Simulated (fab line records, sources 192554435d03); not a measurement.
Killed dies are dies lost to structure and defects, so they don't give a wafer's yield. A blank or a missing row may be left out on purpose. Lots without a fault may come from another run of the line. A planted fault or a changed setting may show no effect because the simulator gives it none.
A struck lot beside a sound one | flow n5_finfet | 16 steps out of a route of 1938
Sound: wafers L582.3, L582.4, L582.6. Struck: wafers L596.1, L596.2, L596.3. The cause comes at the end.
At each step with rows: each side's tool, then ch and its chambers, then its first start. Under that, the readings that differ: sound wafers | struck wafers | difference of the means | sigmas: that difference in standard deviations of wafers without a fault.
alike: readings whose means differ by less than 2 such deviations, and words and numbers that are the same on both sides. not compared: withheld readings, readings that some wafer has no value for, bounds like >300 that may hide the same value, and numbers for which the record gives no deviation and whose values overlap.
The two part at a step that has a row with sigmas, a row that says differs or no value, or rows on one side only. Numbers that don't overlap but have no deviation are shown without sigmas and don't part them. A reading that every wafer of one side lacks parts them only if that side has two wafers or more.

first, 6 steps without rows for these wafers: N5_BEOL_M2_COAT_22 (resist thk 30 nm); N5_BEOL_M2_EBR_24; N5_BEOL_M2_SOFTBAKE_23 (time 60 s); N5_BEOL_M2_EXPOSE_25 (exposes mask V1, defocus 5 nm); N5_BEOL_M2_PEB_26 (peb time 60 s); N5_BEOL_M2_DEVELOP_27 (develop time 30 s).
N5_BEOL_M2_CD_MEAS_28: target cd 26.2 nm, target cd y 24.1 nm.
  sound on cd_sem-02 ch 0, day 7 12:22; struck on cd_sem-01 ch 0, day 11 04:58
  alike: cd_nm
N5_BEOL_M2_OVL_MEAS_29:
  sound on overlay-02 ch 0, day 7 12:25; struck on overlay-02 ch 0, day 11 05:00
  alike: V1_OVL
N5_BEOL_M2_INSPECT_30: inspects for defects (brightfield).
  sound on defect_inspect-01, day 7 12:28; struck on defect_inspect-02, day 11 05:04
  alike: raw_defect_count
N5_BEOL_M2_DESCUM_33: chemistry O2, time 7 s.
  sound on rie_diel-01 ch 0,2,3, day 7 12:29; struck on rie_diel-03 ch 0,1,2, day 11 05:05
  alike: drypump_motor_current_A, oes_product_au, rf_vpp_V, showerhead_plenum_p_Torr, throttle_valve_pct
  not compared: rf_hours_counter_h
N5_BEOL_M2_ETCH_77: etches underlayer in N2/H2, target depth 6.5 nm, time 5.2 s.
  sound on rie_diel-01 ch 0,2,3, day 7 12:31; struck on rie_diel-03 ch 0,1,2, day 11 05:08
  alike: drypump_motor_current_A, etch_rf_on_time_s, h2_flow_sccm, oes_product_au, rf_vpp_V, showerhead_plenum_p_Torr, throttle_valve_pct
  not compared: rf_hours_counter_h
N5_BEOL_M2_ETCH_69: etches SiARC in CF4, target depth 15.6 nm, time 26 s.
  sound on rie_diel-01 ch 0,2,3, day 7 12:32; struck on rie_diel-03 ch 0,1,2, day 11 05:08
  alike: drypump_motor_current_A, etch_rf_on_time_s, oes_product_au, rf_vpp_V, showerhead_plenum_p_Torr, throttle_valve_pct
  not compared: rf_hours_counter_h
N5_BEOL_M2_ALD_98: deposits SiO2, target thk 2.5 nm, pulse time 1 s, co reactant pulse time 1 s.
  sound on ald_sin-03 ch 2,3, day 7 12:50; struck on ald_sin-04 ch 0,1,2, day 11 05:14
  reading              | sound                | struck               | difference | sigmas
  susceptor_temp_C (C) | 100.15 100.01 100.08 | 105.22 105.16 105.33 | +5.16      | +40
  alike: heater_power_w, precursor_pulse_height_rel
N5_BEOL_M2_ETCHBACK_99: etches SiO2 in CHF3, target depth 5 nm, time 10.4 s.
  sound on rie_diel-01 ch 0,1, day 7 16:25; struck on rie_diel-01 ch 0,2,3, day 11 06:31
  alike: drypump_motor_current_A, oes_product_au, rf_vpp_V, showerhead_plenum_p_Torr, throttle_valve_pct
  not compared: rf_hours_counter_h
N5_BEOL_M4_RC_MEAS_101:
  sound on prober-02 ch 0, day 8 15:10; struck on prober-01 ch 0, day 12 03:27
  alike: DIBL_N, DIBL_P, IOFF_N, IOFF_P, ION_N, ION_P, SS_N, SS_P, VT_N, VT_P
N5_PASSIVATION_PROBE_49:
  the record has rows for the sound wafers here (prober-01, day 13 01:46) and none for the struck ones

WHERE THEY PART
First at N5_BEOL_M2_ALD_98; last, within this record, at N5_PASSIVATION_PROBE_49.

WHY: what the simulator had put in
Process parameter drift: ald_sin-04, from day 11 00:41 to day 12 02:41, at N5_BEOL_M2_ALD_98. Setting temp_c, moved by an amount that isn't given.
